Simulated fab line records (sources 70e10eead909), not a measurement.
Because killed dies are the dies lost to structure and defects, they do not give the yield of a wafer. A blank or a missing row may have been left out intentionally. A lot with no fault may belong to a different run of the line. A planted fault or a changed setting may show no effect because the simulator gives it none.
Code-filled problem report in 8D (eight disciplines) form    flow nand harc    the parts of the form that need people (team, actions taken, sign-off) are left out

== 1. WHAT WENT WRONG ==
Wafers without a fault read 188.46 W, standard deviation 0.14; heater power total W at NHARC_A_CONTACT_SOFTBAKE_03 reads a mean of 208.40 W on 6 wafers belonging to 2 lots. So: +99 or more standard deviations from the usual mean.
The step: time 55 s.
First observed at day 26 02:00: wafer L684.1, on litho track-01. At this step, 36 wafers from 12 lots have a number in the record. The rule behind "out" and "out of limits": a value lying over 4 standard deviations away from the usual mean. The rest of the wafers with a number are treated as sound.

== 2. WHAT IT IS AND WHAT IT IS NOT ==
question                     is                      is not
which readings at this step  heater power total W    -
which lots                   L684, L687              L676, L677, L679, L680, L685, L690, L692, L695, L697, L698
which wafers of those lots   all that have a number  -
read on which tools          litho track-01          litho track-06
when                         from day 26 02:00       up to then (12 sound wafers); but 18 sound wafers of L685, L690, L692, L695, L697, L698 came after

== 3. THE SUSPECTS, EACH WITH WHAT RULES IT OUT ==
Counting: a tool at any process step up to the reading remains a suspect when it ran all the lots that are out and ran no sound lot after the first of those.
- litho track-01 at NHARC_A_CONTACT_SOFTBAKE_03 (time 55 s): ruled out as a lasting fault. The sound lots L695, L697, L698 went through it after L684, its earliest lot that is out (day 26 02:00).
Left after counting: nothing in the record.

== 4. THE CAUSE (what the simulator had put in) ==
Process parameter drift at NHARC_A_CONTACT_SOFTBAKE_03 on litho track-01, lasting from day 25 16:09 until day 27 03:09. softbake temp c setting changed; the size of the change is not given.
Counting ruled it out, wrongly.

== 5. THE CHAIN OF EFFECTS, in route order ==
One row per reading whose mean, taken over the struck wafers that have a number, lies over 3 standard deviations from the usual. Only readings for which the record gives a usual standard deviation are gone through. hours: the time from each lot's start at the first step in this table that gives one to its start at this step, as a median over the lots. sigmas: the change in usual standard deviations.
hours  step                         reading               usual     on struck wafers  change  sigmas
0      NHARC_A_CONTACT_SOFTBAKE_03  heater power total W  188.46 W  208.40            +19.94  +99 or more
Process steps it contains:
- NHARC_A_CONTACT_SOFTBAKE_03: time 55 s.
At these later measuring or inspecting steps, every struck wafer for which the step has a row has a number for every such reading, and none has moved that far: NHARC_A_CONTACT_OVL_MEAS_09.

== 6. WHAT WOULD HAVE CAUGHT IT SOONER ==
First out-of-limits reading in this record: day 26 02:00, which is 10 hours after fault onset at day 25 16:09.
